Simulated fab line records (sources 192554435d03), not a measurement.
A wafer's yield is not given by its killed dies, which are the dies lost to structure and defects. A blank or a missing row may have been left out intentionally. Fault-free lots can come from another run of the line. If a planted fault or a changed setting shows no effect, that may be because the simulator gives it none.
Matching of chambers / flow n5Finfet / aldSin-03 running N5_FIN_SAQP_SPACER2_ALD_28: 4 sister chambers
The step deposits SiO2, target thk 8.1 nm, pulse time 1 s, purge time 2 s. 4 wafers are shown with their chamber, then 11 later ones without.

EACH WAFER AND ITS CHAMBER
wafer=L084.2; chamber=2; heaterPowerW (W)=515
wafer=L084.5; chamber=1; heaterPowerW (W)=349
wafer=L084.6; chamber=0; heaterPowerW (W)=439
wafer=L085.2; chamber=3; heaterPowerW (W)=513

WAFERS WHOSE CHAMBER IS MISSING
wafer=L085.3; heaterPowerW (W)=343
wafer=L085.5; heaterPowerW (W)=511
wafer=L089.1; heaterPowerW (W)=506
wafer=L089.3; heaterPowerW (W)=441
wafer=L089.5; heaterPowerW (W)=341
wafer=L093.2; heaterPowerW (W)=515
wafer=L093.3; heaterPowerW (W)=510
wafer=L093.6; heaterPowerW (W)=518
wafer=L095.4; heaterPowerW (W)=520
wafer=L095.5; heaterPowerW (W)=357
wafer=L095.6; heaterPowerW (W)=525

WHICH CHAMBER EACH ONE RAN IN
wafer=L085.3; from the rows above=1; in truth=1
wafer=L085.5; from the rows above=can't be placed: 3 or 2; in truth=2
wafer=L089.1; from the rows above=can't be placed: 3 or 2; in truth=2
wafer=L089.3; from the rows above=0; in truth=0
wafer=L089.5; from the rows above=1; in truth=1
wafer=L093.2; from the rows above=can't be placed: 2 or 3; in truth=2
wafer=L093.3; from the rows above=can't be placed: 3 or 2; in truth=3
wafer=L093.6; from the rows above=can't be placed: 2 or 3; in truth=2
wafer=L095.4; from the rows above=can't be placed: 2 or 3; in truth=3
wafer=L095.5; from the rows above=1; in truth=1
wafer=L095.6; from the rows above=can't be placed: 2 or 3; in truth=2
4 of 11 placed correctly. Not placeable from these rows: 7 (in 7, the candidates include the true chamber). Number placed wrongly: 0.
How it was worked out, from the rows above alone: a wafer's distance from a chamber is the root of the sum, over the readings, of the square of ((its reading less the chamber's mean) divided by the reading's scatter). The wafer belongs to the nearest chamber; if the next one is less than 2 further off, it can't be placed. For every chamber, the mean is computed from those of its wafers that are shown. The scatter: with one shown wafer a chamber, the root of the mean of the squares of how far each hidden wafer lies from its nearest shown one.
